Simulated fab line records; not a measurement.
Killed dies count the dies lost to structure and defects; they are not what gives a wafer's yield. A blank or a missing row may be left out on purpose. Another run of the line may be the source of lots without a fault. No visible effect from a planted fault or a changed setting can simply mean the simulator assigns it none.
fab line records | flow nand-harc
record lots=14 wafers=42 last-day=34
route steps=1302 shown A_M0@1149 A_M1@1184
lots that met no fault: taken from a fault-free run of the same line
start-h: hours from the record's first day to the start of the lot's first wafer shown | wait-h: hours elapsed since this lot's preceding step | " unchanged from the row above | L1.1+2: a single row standing in for several wafers | - no value, or no start given | * or withheld: withheld | < > ~ a bound
route shown NAME@n: a module of which the file shows steps, and the number in the route of the first | usual: mean/standard deviation taken from wafers without a fault | same: alike in all rows | chamber/n: place in a boat | sites: each site's reading | _std_site: the values' standard deviation | _edge_site: inner sites' mean taken away from outer sites' mean | radius-mm: for every site, how far away it sits from the centre of the wafer | mask NAME#n: copy n | behind: the most recent tool/chamber to have shaped the wafer | hold: reason for holding the lot/hours on hold/outcome of the hold | device: the transistor (n, p or np) that didn't switch | end of line: tests run on the same wafers once the route is complete | where a step has no rows: the recipe by itself | killed: at the first sort, the dies lost to defects and structure; wafer yield is something else | map: shows each die of a wafer: x if killed, . if not, _ if none is there
set.NAME: the setting that was run; set.NAME@STEP: the one run at that earlier step | model.NAME: the simulator's own value behind a step, which no gauge read
steps of the route over a sample of lots; a table a step, a row a wafer
services: a tool's chamber out of use, with start hour (start-h, from the record's first day; less than 0 if before it), hours out, and reason
## steps
# step NHARC_A_M0_INSPECT_11
# usual raw-defect-count=91/39
# columns lot.wafer tool chamber start-h wait-h raw-defect-count
L332.2 defect-inspect-01 - 524.98 0.0 56
L332.3 " - " " 83
L332.6 " - " " 57
L333.1 defect-inspect-01 - 540.68 0.0 54
L333.4 " - " " 68
L333.6 " - " " 58
L341.1 defect-inspect-01 - 605.20 0.0 117
L341.4 " - " " 143
L341.6 " - " " 146
L342.1 defect-inspect-02 - 632.51 0.0 113
L342.2 " - " " 129
L342.6 " - " " 98
L343.1 defect-inspect-02 - 636.73 0.0 43
L343.2 " - " " 43
L343.3 " - " " 48
L344.1 defect-inspect-01 - 649.49 0.0 20
L344.2 " - " " 33
L344.5 " - " " 25
L345.3 defect-inspect-02 - 655.42 0.0 154
L345.5 " - " " 154
L345.6 " - " " 126
L350.1 defect-inspect-02 - 709.09 0.0 93
L350.3 " - " " 95
L350.4 " - " " 105
L349.2 defect-inspect-01 - 710.86 0.0 91
L349.3 " - " " 85
L349.5 " - " " 72
L352.1 defect-inspect-02 - 715.48 0.0 63
L352.4 " - " " 78
L352.5 " - " " 76
L351.1 defect-inspect-01 - 717.40 0.0 121
L351.3 " - " " 131
L351.4 " - " " 120
L353.1 defect-inspect-02 - 732.69 0.0 100
L353.4 " - " " 91
L353.5 " - " " 68
L354.2 defect-inspect-01 - 747.91 0.0 131
L354.3 " - " " 143
L354.6 " - " " 156
L355.3 defect-inspect-02 - 771.61 0.0 135
L355.5 " - " " 147
L355.6 " - " " 141
# step NHARC_A_M0_DESCUM_14
# recipe time-s=3 o2-flow-sccm=200 ar-flow-sccm=0 bias-power-w=0 chemistry=O2
# usual drypump-motor-current-A=6.0/0.56 oes-product-au=0.998/0.011 rf-vpp-V=57.8/0.88 showerhead-plenum-p-Torr=1.93/0.061 throttle-valve-pct=11.311/0.0092
# same time-s=3
# columns lot.wafer tool chamber start-h wait-h drypump-motor-current-A oes-product-au rf-hours-counter-h rf-vpp-V showerhead-plenum-p-Torr throttle-valve-pct
L332.3 rie-diel-08 3 525.04 0.1 6.6 1.024 9.1 57.7 1.86 11.321
L332.2 " 1 " " 5.4 0.988 9.5 57.0 1.90 11.308
L332.6 " 3 " " 6.6 1.008 - 57.3 1.86 11.310
L333.1 rie-diel-13 0 540.76 0.1 6.3 1.001 0.2 55.6 1.90 11.321
L333.4 " 1 " " 4.8 0.998 0.1 57.9 1.98 11.323
L333.6 " 3 " " 6.1 1.002 - 56.9 1.94 11.322
L341.1 rie-diel-01 3 605.26 0.1 5.6 1.008 1.9 59.4 1.98 11.324
L341.4 " 0 " " 5.9 1.000 1.5 58.3 1.81 11.321
L341.6 " 0 " " 5.9 0.994 - 58.1 1.81 11.313
L342.1 rie-diel-01 2 632.59 0.1 6.8 0.982 3.7 56.6 1.90 11.315
L342.2 " 3 " " 5.6 1.010 3.5 57.7 1.98 11.317
L342.6 " 1 " " 5.4 0.989 - 58.2 2.04 11.318
L343.1 rie-diel-08 0 636.79 0.1 6.3 1.009 4.2 57.7 1.86 11.307
L343.2 " 2 " " 5.8 0.997 3.0 58.2 2.03 11.315
L343.3 " 3 " " 6.6 1.007 3.6 56.4 1.86 11.308
L344.1 rie-diel-13 1 649.56 0.1 4.9 0.994 4.2 59.1 1.98 11.328
L344.2 " 2 " " 6.5 1.006 5.1 57.6 1.92 11.323
L344.5 " 2 " " 6.5 1.007 - 57.9 1.92 11.313
L345.3 rie-diel-13 3 655.49 0.1 6.1 1.004 5.3 56.5 1.94 11.286
L345.6 " 2 " " 6.4 1.011 - 57.0 1.92 11.300
L345.5 " 3 " " 6.1 0.999 - 58.2 1.94 11.323
L350.3 rie-diel-01 2 709.15 0.1 6.8 0.977 7.0 56.9 1.90 11.309
L350.1 " 3 " " 5.6 1.004 6.5 58.9 1.98 11.304
L350.4 " 1 " " 5.4 0.987 6.4 58.2 2.04 11.316
L349.2 rie-diel-13 2 710.93 0.1 6.5 0.993 0.1 58.7 1.92 11.318
L349.3 " 0 " " 6.3 0.989 0.2 56.1 1.89 11.317
L349.5 " 2 " " 6.5 0.995 - 58.1 1.92 11.317
L352.4 rie-diel-08 3 715.55 0.1 6.6 1.002 7.1 57.8 1.86 11.323
L352.1 " 0 " " 6.3 0.999 8.8 57.1 1.86 11.307
L352.5 " 2 " " 5.8 0.993 - 57.7 2.03 11.301
L351.1 rie-diel-13 3 717.47 0.1 6.1 1.013 0.8 57.1 1.94 11.300
L351.3 " 0 " " 6.3 0.997 0.6 57.9 1.89 11.295
L351.4 " 1 " " 4.8 1.006 0.5 55.9 1.98 11.313
L353.4 rie-diel-13 0 732.76 0.1 6.3 1.004 1.1 56.2 1.89 11.317
L353.1 " 1 " " 4.8 1.002 0.9 57.8 1.98 11.310
L353.5 " 0 " " 6.3 0.994 - 58.3 1.89 11.315
L354.3 rie-diel-08 0 747.97 0.1 6.3 0.986 0.7 58.0 1.86 11.313
L354.2 " 1 " " 5.4 0.995 0.7 57.8 1.90 11.313
L354.6 " 1 " " 5.4 0.978 - 56.8 1.90 11.310
L355.3 rie-diel-13 2 771.67 0.1 6.5 0.997 3.5 56.1 1.92 11.293
L355.6 " 2 " " 6.5 0.987 - 56.8 1.92 11.302
L355.5 " 3 " " 6.1 0.998 - 58.4 1.94 11.301
# step NHARC_A_M1_ETCH_15
# recipe target-depth-a=1825 time-s=91.2 c4f8-flow-sccm=withheld ar-flow-sccm=400 rf-w=600 bias-w=300 chemistry=C4F8/Ar
# usual oes-product-au=0.949/0.023 rf-fwd-power-W=595.7/2.2 rf-vpp-V=441/3
# same time-s=91.2
# columns lot.wafer tool chamber start-h wait-h oes-product-au rf-fwd-power-W rf-hours-counter-h rf-vpp-V
L332.3 rie-diel-02 1 529.70 - 0.971 597.2 6.9 444
L332.2 " 2 " " 0.969 597.2 7.1 437
L332.6 " 1 " " 0.970 594.9 - 443
L333.1 rie-diel-03 2 544.99 - 0.919 595.1 2.8 438
L333.4 " 2 " " 0.924 597.9 - 438
L333.6 " 3 " " 0.925 595.7 - 445
L341.4 rie-diel-03 3 609.68 - 0.978 597.4 4.5 446
L341.1 " 1 " " 0.963 594.2 4.7 441
L341.6 " 3 " " 0.979 598.1 - 445
L342.1 rie-diel-02 0 636.81 - 0.932 596.6 2.8 436
L342.2 " 2 " " 0.867 501.1 2.1 439
L342.6 " 1 " " 0.938 595.5 - 444
L343.1 rie-diel-02 2 640.90 - 0.868 502.1 2.1 438
L343.2 " 3 " " 0.960 595.3 2.9 445
L343.3 " 1 " " 0.978 594.7 2.6 445
L344.2 rie-diel-04 0 653.78 - 0.921 594.0 7.6 442
L344.1 " 1 " " 0.932 596.7 6.3 441
L344.5 " 3 " " 0.910 596.8 - 440
L345.3 rie-diel-03 2 660.00 - 0.945 597.2 1.0 440
L345.5 " 0 " " 0.968 595.5 - 439
L345.6 " 1 " " 0.944 592.4 - 440
L350.4 rie-diel-03 3 713.39 - 0.928 594.3 2.2 446
L350.1 " 0 " " 0.925 592.4 2.1 438
L350.3 " 2 " " 0.913 596.5 2.5 440
L349.3 rie-diel-02 1 715.14 - 0.976 595.9 6.5 444
L349.2 " 3 " " 0.960 598.2 8.0 446
L349.5 " 1 " " 0.978 595.5 - 444
L352.4 rie-diel-04 2 719.84 - 0.963 593.2 0.0 439
L352.1 " 3 " " 0.947 598.8 0.1 440
L352.5 " 1 " " 0.972 593.4 - 440
L351.3 rie-diel-04 2 721.53 - 0.958 595.3 0.2 441
L351.1 " 3 " " 0.967 597.7 0.2 439
L351.4 " 1 " " 0.973 596.3 0.2 441
L353.4 rie-diel-04 2 736.95 - 0.949 595.6 1.5 439
L353.1 " 1 " " 0.957 595.1 1.9 440
L353.5 " 3 " " 0.974 597.0 - 441
L354.3 rie-diel-03 2 752.35 - 0.941 594.1 3.3 438
L354.2 " 3 " " 0.955 596.5 3.1 445
L354.6 " 1 " " 0.945 593.0 - 440
L355.3 rie-diel-02 0 775.89 - 0.977 595.7 0.8 435
L355.6 " 0 " " 0.980 596.3 - 436
L355.5 " 1 " " 0.974 595.4 - 444
# step NHARC_A_M1_STRIP_18
# recipe power-w=1000 n2-flow-sccm=150 h2-flow-sccm=150 ar-flow-sccm=0 bias-w=0 chemistry=N2/H2
# usual drypump-motor-current-A=6.0/0.59 oes-product-au=0.999/0.01 rf-vpp-V=90.5/1.1 showerhead-plenum-p-Torr=2.04/0.093 throttle-valve-pct=14.172/0.0089
# columns lot.wafer tool chamber start-h wait-h drypump-motor-current-A oes-product-au rf-hours-counter-h rf-vpp-V showerhead-plenum-p-Torr throttle-valve-pct
L332.3 rie-diel-04 2 529.90 0.1 6.8 1.026 8.9 90.9 1.98 14.161
L332.2 " 3 " " 5.4 1.006 8.5 90.2 2.02 14.192
L332.6 " 2 " " 6.7 1.009 - 89.5 1.98 14.174
L333.1 rie-diel-04 2 545.23 0.1 6.7 1.004 0.1 89.4 1.98 14.162
L333.4 " 0 " " 6.4 1.002 0.2 90.0 2.13 14.164
L333.6 " 2 " " 6.7 1.003 - 90.1 1.98 14.182
L341.1 rie-diel-04 3 609.88 0.1 5.4 0.981 5.8 88.0 2.02 14.162
L341.4 " 1 " " 6.7 0.995 3.2 89.2 2.02 14.186
L341.6 " 0 " " 6.5 0.992 - 91.5 2.13 14.176
L342.1 rie-diel-04 1 637.06 0.1 6.7 0.999 4.7 91.2 2.02 14.165
L342.2 " 2 " " 6.7 0.997 7.4 89.8 1.98 14.172
L342.6 " 0 " " 6.5 0.990 - 91.3 2.13 14.182
L343.3 rie-diel-04 0 641.14 0.1 6.5 0.972 6.8 91.8 2.13 14.174
L343.1 " 1 " " 6.8 0.990 5.2 91.5 2.02 14.173
L343.2 " 2 " " 6.7 0.994 8.4 90.1 1.97 14.195
L344.1 rie-diel-02 3 654.00 0.1 4.7 1.002 3.8 91.6 2.19 14.172
L344.2 " 0 " " 6.3 1.008 3.6 88.9 1.88 14.181
L344.5 " 3 " " 4.7 1.002 - 91.6 2.19 14.186
L345.3 rie-diel-02 1 660.19 0.1 6.0 1.012 3.4 92.0 2.14 14.174
L345.6 " 1 " " 6.0 1.014 - 90.5 2.14 14.177
L345.5 " 2 " " 6.2 1.005 - 87.4 1.93 14.167
L350.1 rie-diel-02 1 713.59 0.1 6.0 1.012 6.3 89.9 2.14 14.159
L350.4 " 3 " " 4.7 1.011 7.9 90.9 2.19 14.186
L350.3 " 0 " " 6.3 0.998 7.2 87.9 1.88 14.181
L349.3 rie-diel-02 2 715.36 0.1 6.2 1.002 7.7 91.2 1.93 14.168
L349.2 " 1 " " 6.0 1.013 6.5 90.7 2.14 14.167
L349.5 " 2 " " 6.2 1.008 - 89.9 1.93 14.175
L352.4 rie-diel-04 2 720.04 0.1 6.7 0.989 0.1 90.8 1.97 14.186
L352.1 " 0 " " 6.5 0.991 0.1 90.2 2.13 14.163
L352.5 " 3 " " 5.4 0.986 - 89.6 2.02 14.163
L351.1 rie-diel-02 2 721.76 0.1 6.3 1.005 8.1 90.6 1.93 14.168
L351.3 " 3 " " 4.7 1.003 8.5 92.0 2.19 14.170
L351.4 " 0 " " 6.3 0.995 7.9 89.4 1.88 14.180
L353.1 rie-diel-03 1 737.16 0.1 6.3 1.000 3.1 91.4 2.02 14.182
L353.4 " 2 " " 5.2 0.990 3.1 90.5 1.98 14.165
L353.5 " 2 " " 5.2 0.989 - 89.3 1.98 14.167
L354.2 rie-diel-03 0 752.55 0.1 5.8 0.996 3.1 88.6 1.94 14.162
L354.3 " 1 " " 6.3 0.979 3.4 91.3 2.02 14.188
L354.6 " 0 " " 5.8 1.005 - 88.9 1.94 14.168
L355.3 rie-diel-03 3 776.10 0.1 5.9 0.999 4.1 92.4 2.20 14.167
L355.5 " 3 " " 5.9 1.006 - 91.5 2.20 14.184
L355.6 " 0 " " 5.8 0.997 - 90.5 1.94 14.157
## services
# columns tool chamber start-h hours kind
rie-diel-03 0 515.95 36.2 repair
rie-diel-13 - 519.00 9.0 pm
rie-diel-04 - 531.90 9.0 pm
rie-diel-04 1 555.22 12.4 repair
rie-diel-02 - 556.12 0.8 repair
rie-diel-02 - 570.72 9.0 pm
rie-diel-13 0 580.81 4.5 repair
rie-diel-03 2 582.95 8.1 repair
rie-diel-02 2 583.96 4.6 repair
rie-diel-04 0 585.45 4.5 repair
rie-diel-02 - 596.22 1.1 repair
rie-diel-13 - 605.22 0.2 repair
rie-diel-03 - 635.30 9.0 pm
rie-diel-04 3 662.12 3.4 repair
rie-diel-02 0 675.57 1.6 repair
rie-diel-04 2 681.28 22.1 repair
rie-diel-04 3 691.50 11.0 repair
rie-diel-04 0 697.94 5.2 repair
rie-diel-02 1 700.16 10.0 repair
rie-diel-04 - 708.90 9.0 pm
rie-diel-02 - 747.72 9.0 pm
rie-diel-04 1 756.86 9.3 repair
rie-diel-04 - 764.28 0.4 repair
rie-diel-02 2 770.21 2.2 repair
## key
first-sign step=NHARC_A_M1_ETCH_15 reading=rf-fwd-power-W direction=down sigmas=43 usual=* struck=*
effect step=NHARC_A_M1_ETCH_15 reading=oes-product-au direction=down sigmas=3.6 usual=0.949 struck=0.867
met-at NHARC_A_M1_ETCH_15
struck-lots L342,L343
struck-wafers L342.2,L343.1
later-rows-left-out L342.2,L343.1
sort-left-out L342.2,L343.1
not-acting-at NHARC_A_M0_INSPECT_11,NHARC_A_M0_DESCUM_14,NHARC_A_M1_STRIP_18
onset-between 529.70 636.81
fault kind=process-parameter-drift tool=rie-diel-02 chamber=2 onset-h=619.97 steps=NHARC_A_M1_ETCH_15 channel=rf-w offset=* shape=step end-h=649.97 acts-in=* stated=*
# sort-left-out: the simulated sort isn't trusted on such a fault, so these wafers' sort isn't shown, and their yield isn't known
# later-rows-left-out: the simulator's readings of these wafers behind a module that went badly wrong aren't trusted and aren't shown, but for the sort
